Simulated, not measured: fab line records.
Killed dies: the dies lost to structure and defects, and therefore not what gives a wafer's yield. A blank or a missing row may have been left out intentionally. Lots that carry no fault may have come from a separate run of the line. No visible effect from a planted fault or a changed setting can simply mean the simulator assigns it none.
Which tool did it? / flow n5 finfet / Sampling: 8 lots, 24 wafers, 7 of 1938 route steps

## WHAT THE GAUGES SHOWED, per wafer
N5_BEOL_M4_RC_MEAS_101.
lot=L104; measured=day 8 05:15; on=prober-01; DIBL_N (mV/V)=40.3 39.0 38.0; DIBL_P (mV/V)=40.8 38.0 38.5; IOFF_N (nA/um)=0.21 0.17 0.17; IOFF_P (nA/um)=0.26 0.21 0.23; ION_N (uA/um)=705 685 665; ION_P (uA/um)=477 461 456; SS_N (mV/dec)=72.5 72.2 71.6; SS_P (mV/dec)=74.6 73.5 73.4; VT_N (mV)=248 250 250; VT_P (mV)=-248 -254 -252
lot=L103; measured=day 8 08:13; on=prober-02; DIBL_N (mV/V)=35.9 35.8 38.7; DIBL_P (mV/V)=34.4 36.3 38.9; IOFF_N (nA/um)=0.14 0.16 0.21; IOFF_P (nA/um)=0.17 0.21 0.25; ION_N (uA/um)=669 697 704; ION_P (uA/um)=455 481 479; SS_N (mV/dec)=71.1 71.3 71.7; SS_P (mV/dec)=72.3 73.1 74.3; VT_N (mV)=254 247 247; VT_P (mV)=-253 -251 -248
lot=L116; measured=day 11 11:25; on=prober-02; DIBL_N (mV/V)=40.2 36.4 40.9; DIBL_P (mV/V)=40.8 36.5 42.7; IOFF_N (nA/um)=0.23 0.16 0.29; IOFF_P (nA/um)=0.29 0.22 0.33; ION_N (uA/um)=690 691 711; ION_P (uA/um)=473 476 480; SS_N (mV/dec)=73.1 71.3 72.8; SS_P (mV/dec)=74.3 72.9 74.5; VT_N (mV)=243 247 238; VT_P (mV)=-246 -249 -242
lot=L117; measured=day 11 11:47; on=prober-01; DIBL_N (mV/V)=35.1 35.5 36.0; DIBL_P (mV/V)=35.5 35.2 37.2; IOFF_N (nA/um)=0.17 0.16 0.18; IOFF_P (nA/um)=0.21 0.20 0.22; ION_N (uA/um)=667 662 672; ION_P (uA/um)=459 451 461; SS_N (mV/dec)=71.8 71.6 72.4; SS_P (mV/dec)=73.4 72.3 73.4; VT_N (mV)=250 251 250; VT_P (mV)=-249 -251 -250
lot=L121; measured=day 12 14:08; on=prober-01; DIBL_N (mV/V)=40.3 40.3 35.6; DIBL_P (mV/V)=42.7 41.8 37.4; IOFF_N (nA/um)=0.30 0.27 0.19; IOFF_P (nA/um)=0.37 0.34 0.24; ION_N (uA/um)=702 679 703; ION_P (uA/um)=484 466 483; SS_N (mV/dec)=73.1 73.4 71.7; SS_P (mV/dec)=74.9 76.0 72.8; VT_N (mV)=240 245 245; VT_P (mV)=-243 -246 -247
lot=L123; measured=day 13 07:21; on=prober-01; DIBL_N (mV/V)=35.4 38.2 33.6; DIBL_P (mV/V)=36.6 38.8 34.3; IOFF_N (nA/um)=0.16 0.25 0.14; IOFF_P (nA/um)=0.17 0.22 0.14; ION_N (uA/um)=683 703 693; ION_P (uA/um)=459 463 455; SS_N (mV/dec)=71.9 72.9 71.1; SS_P (mV/dec)=72.5 73.6 72.7; VT_N (mV)=251 242 249; VT_P (mV)=-256 -252 -259
lot=L125; measured=day 13 12:54; on=prober-02; DIBL_N (mV/V)=36.6 37.9 37.5; DIBL_P (mV/V)=38.0 38.7 39.5; IOFF_N (nA/um)=0.18 0.18 0.22; IOFF_P (nA/um)=0.20 0.21 0.24; ION_N (uA/um)=698 673 697; ION_P (uA/um)=473 456 466; SS_N (mV/dec)=71.7 71.9 72.2; SS_P (mV/dec)=73.0 73.6 73.6; VT_N (mV)=247 249 243; VT_P (mV)=-252 -252 -249
lot=L124; measured=day 13 16:04; on=prober-02; DIBL_N (mV/V)=37.8 34.3 33.2; DIBL_P (mV/V)=37.7 34.0 33.0; IOFF_N (nA/um)=0.18 0.11 0.10; IOFF_P (nA/um)=0.20 0.15 0.14; ION_N (uA/um)=684 670 668; ION_P (uA/um)=457 468 462; SS_N (mV/dec)=71.9 71.0 70.1; SS_P (mV/dec)=74.1 72.7 72.2; VT_N (mV)=248 254 257; VT_P (mV)=-254 -258 -260

N5_BEOL_M5_THK_MEAS_53: measures by xrf.
lot=L104; measured=day 8 17:38; on=film metro-01; M5_THK (nm)=57.6 61.4 58.8
lot=L103; measured=day 8 20:37; on=film metro-02; M5_THK (nm)=63.9 61.8 64.4
lot=L116; measured=day 11 23:09; on=film metro-01; M5_THK (nm)=307.3 309.7 307.7
lot=L117; measured=day 12 01:02; on=film metro-02; M5_THK (nm)=300.6 310.0 302.9
lot=L121; measured=day 13 02:28; on=film metro-02; M5_THK (nm)=61.6 63.2 59.0
lot=L123; measured=day 13 17:49; on=film metro-02; M5_THK (nm)=58.6 61.8 61.2
lot=L125; measured=day 14 01:33; on=film metro-02; M5_THK (nm)=57.4 56.8 61.7
lot=L124; measured=day 14 02:29; on=film metro-02; M5_THK (nm)=59.1 61.0 59.7

N5_BEOL_M5_RS_MEAS_57: a four-point-probe measurement.
lot=L104; measured=day 8 18:05; on=film metro-01; M5_RS (ohm/sq)=0.424 0.391 0.412
lot=L103; measured=day 8 20:52; on=film metro-01; M5_RS (ohm/sq)=0.375 0.392 0.371
lot=L116; measured=day 11 23:25; on=film metro-02; M5_RS (ohm/sq)=0.053 0.053 0.053
lot=L117; measured=day 12 01:18; on=film metro-01; M5_RS (ohm/sq)=0.055 0.053 0.054
lot=L121; measured=day 13 02:43; on=film metro-01; M5_RS (ohm/sq)=0.385 0.376 0.412
lot=L123; measured=day 13 18:05; on=film metro-02; M5_RS (ohm/sq)=0.416 0.392 0.395
lot=L125; measured=day 14 01:49; on=film metro-02; M5_RS (ohm/sq)=0.424 0.428 0.389
lot=L124; measured=day 14 02:45; on=film metro-01; M5_RS (ohm/sq)=0.412 0.399 0.407

N5_BEOL_M5_INSPECT_58: inspects for defects (darkfield).
lot=L104; measured=day 8 18:07; on=defect inspect-01; raw defect count=74 70 102
lot=L103; measured=day 8 20:53; on=defect inspect-01; raw defect count=65 92 50
lot=L116; measured=day 11 23:26; on=defect inspect-02; raw defect count=2032 2082 2098
lot=L117; measured=day 12 01:19; on=defect inspect-01; raw defect count=2042 1860 2037
lot=L121; measured=day 13 02:44; on=defect inspect-02; raw defect count=89 53 65
lot=L123; measured=day 13 18:06; on=defect inspect-02; raw defect count=64 58 62
lot=L125; measured=day 14 01:51; on=defect inspect-01; raw defect count=59 60 77
lot=L124; measured=day 14 02:47; on=defect inspect-01; raw defect count=73 79 65

## EACH LOT AND THE TOOL THAT RAN IT (in order: tool; ch and the chambers of the sampled wafers; start)
lot=L104; N5_BEOL_M5_ANNEAL_84=pvd sputter-03, day 8 14:37; N5_BEOL_M5_CMP_52=cmp-01 ch 1,2,3, day 8 17:20; N5_BEOL_M5_CO_CAP_78=cvd co-02 ch 0,1,2, day 8 17:54
lot=L103; N5_BEOL_M5_ANNEAL_84=pvd sputter-02, day 8 17:31; N5_BEOL_M5_CMP_52=cmp-01 ch 1,2, day 8 20:19; N5_BEOL_M5_CO_CAP_78=cvd co-01 ch 0,1,2, day 8 20:41
lot=L116; N5_BEOL_M5_ANNEAL_84=pvd sputter-02, day 11 20:16; N5_BEOL_M5_CMP_52=cmp-01 ch 0,2,3, day 11 22:54; N5_BEOL_M5_CO_CAP_78=cvd co-01 ch 0,2, day 11 23:14
lot=L117; N5_BEOL_M5_ANNEAL_84=pvd sputter-01, day 11 21:40; N5_BEOL_M5_CMP_52=cmp-01 ch 0,1, day 12 00:47; N5_BEOL_M5_CO_CAP_78=cvd co-02 ch 0,1, day 12 01:07
lot=L121; N5_BEOL_M5_ANNEAL_84=pvd sputter-01, day 12 23:06; N5_BEOL_M5_CMP_52=cmp-01 ch 0,3, day 13 02:12; N5_BEOL_M5_CO_CAP_78=cvd co-02 ch 0,2, day 13 02:32
lot=L123; N5_BEOL_M5_ANNEAL_84=pvd sputter-03, day 13 14:56; N5_BEOL_M5_CMP_52=cmp-04 ch 1,3, day 13 17:31; N5_BEOL_M5_CO_CAP_78=cvd co-02 ch 0,2, day 13 17:54
lot=L125; N5_BEOL_M5_ANNEAL_84=pvd sputter-01, day 13 22:40; N5_BEOL_M5_CMP_52=cmp-01 ch 0,1,3, day 14 01:15; N5_BEOL_M5_CO_CAP_78=cvd co-02 ch 0,2, day 14 01:37
lot=L124; N5_BEOL_M5_ANNEAL_84=pvd sputter-02, day 13 23:36; N5_BEOL_M5_CMP_52=cmp-01 ch 0,1,2, day 14 02:14; N5_BEOL_M5_CO_CAP_78=cvd co-02 ch 1,2, day 14 02:34
- N5_BEOL_M5_ANNEAL_84: time 1800 s.
- N5_BEOL_M5_CMP_52: polishes, stops on SiCOH lowk, t overpolish 6.9 s, target thk 62 nm.
- N5_BEOL_M5_CO_CAP_78: material Co, precursor CCTBA/H2, target thk 2 nm, time 102.1 s.

## WHAT THE TOOLS THEMSELVES READ (means of the sampled wafers that have a number; where no wafer has one, the mark that the record gives instead)
N5_BEOL_M5_ANNEAL_84.
lot=L104; tool=pvd sputter-03; heater power w (W)=891
lot=L103; tool=pvd sputter-02; heater power w (W)=701
lot=L116; tool=pvd sputter-02; heater power w (W)=715
lot=L117; tool=pvd sputter-01; heater power w (W)=834
lot=L121; tool=pvd sputter-01; heater power w (W)=793
lot=L123; tool=pvd sputter-03; heater power w (W)=893
lot=L125; tool=pvd sputter-01; heater power w (W)=790
lot=L124; tool=pvd sputter-02; heater power w (W)=843

N5_BEOL_M5_CMP_52.
lot=L104; tool=cmp-01; barrier field endpoint s (s)=24.2; clearing platen down force psi (psi)=1.4976; clearing platen rpm (rpm)=50.006; motor current A (A)=5.8; overpolish run s (s)=6.901; slurry flow ml min=149.8; time to endpoint s (s)=64
lot=L103; tool=cmp-01; barrier field endpoint s (s)=24.1; clearing platen down force psi (psi)=1.4968; clearing platen rpm (rpm)=50.009; motor current A (A)=5.7; overpolish run s (s)=6.896; slurry flow ml min=150.0; time to endpoint s (s)=60
lot=L116; tool=cmp-01; barrier field endpoint s (s)=-; clearing platen down force psi (psi)=-; clearing platen rpm (rpm)=-; motor current A (A)=-; overpolish run s (s)=-; slurry flow ml min=-; time to endpoint s (s)=-
lot=L117; tool=cmp-01; barrier field endpoint s (s)=-; clearing platen down force psi (psi)=-; clearing platen rpm (rpm)=-; motor current A (A)=-; overpolish run s (s)=-; slurry flow ml min=-; time to endpoint s (s)=-
lot=L121; tool=cmp-01; barrier field endpoint s (s)=24.6; clearing platen down force psi (psi)=1.4992; clearing platen rpm (rpm)=50.005; motor current A (A)=6.3; overpolish run s (s)=6.898; slurry flow ml min=150.6; time to endpoint s (s)=61
lot=L123; tool=cmp-04; barrier field endpoint s (s)=25.6; clearing platen down force psi (psi)=1.5016; clearing platen rpm (rpm)=49.978; motor current A (A)=7.2; overpolish run s (s)=6.900; slurry flow ml min=149.9; time to endpoint s (s)=64
lot=L125; tool=cmp-01; barrier field endpoint s (s)=24.2; clearing platen down force psi (psi)=1.4973; clearing platen rpm (rpm)=50.026; motor current A (A)=5.7; overpolish run s (s)=6.903; slurry flow ml min=150.0; time to endpoint s (s)=61
lot=L124; tool=cmp-01; barrier field endpoint s (s)=25.4; clearing platen down force psi (psi)=1.5025; clearing platen rpm (rpm)=50.015; motor current A (A)=6.1; overpolish run s (s)=6.900; slurry flow ml min=150.0; time to endpoint s (s)=65

N5_BEOL_M5_CO_CAP_78.
lot=L104; tool=cvd co-02; heater power w (W)=235
lot=L103; tool=cvd co-01; heater power w (W)=223
lot=L116; tool=cvd co-01; heater power w (W)=213
lot=L117; tool=cvd co-02; heater power w (W)=229
lot=L121; tool=cvd co-02; heater power w (W)=248
lot=L123; tool=cvd co-02; heater power w (W)=245
lot=L125; tool=cvd co-02; heater power w (W)=244
lot=L124; tool=cvd co-02; heater power w (W)=232

## THE ANSWER, worked out from the rows above alone
Rule: what is usual is taken from the lots themselves. The widest of any qualifying gaps counts: lots, ordered by their means at a reading, are off when they make up no more than a third of the lots, leave a main group of 4 or more, and stand apart from it by 3 or more times the standard deviation of that group's means. A main group whose means are all the same, to the digits that the tables above print for the reading, isn't used. Also off: a lot with no number at a reading for which 4 or more lots have one. Any other lot the step has rows for is counted as sound. First the gauges in route order, then the tools' own readings, where a lot's mean is used as printed above. At the first step where some lot is off, the reading lying furthest off is the one used; lots without a number count as furthest.
Off: L116, L117, seen at N5_BEOL_M5_THK_MEAS_53 (M5_THK). Mean 60.5 nm and standard deviation 1.5 in the main group.
If a tool, at a process step before that reading, ran all the lots that are off and no sound lot after the first of them, it fits. The gauges at N5_BEOL_M5_THK_MEAS_53 aren't tried: what is off there is off at N5_BEOL_M5_INSPECT_58 too, on other tools, and a gauge's error can't cause that. Not one of the candidates tried fits.

## WHAT THE SIMULATOR HAD INSERTED
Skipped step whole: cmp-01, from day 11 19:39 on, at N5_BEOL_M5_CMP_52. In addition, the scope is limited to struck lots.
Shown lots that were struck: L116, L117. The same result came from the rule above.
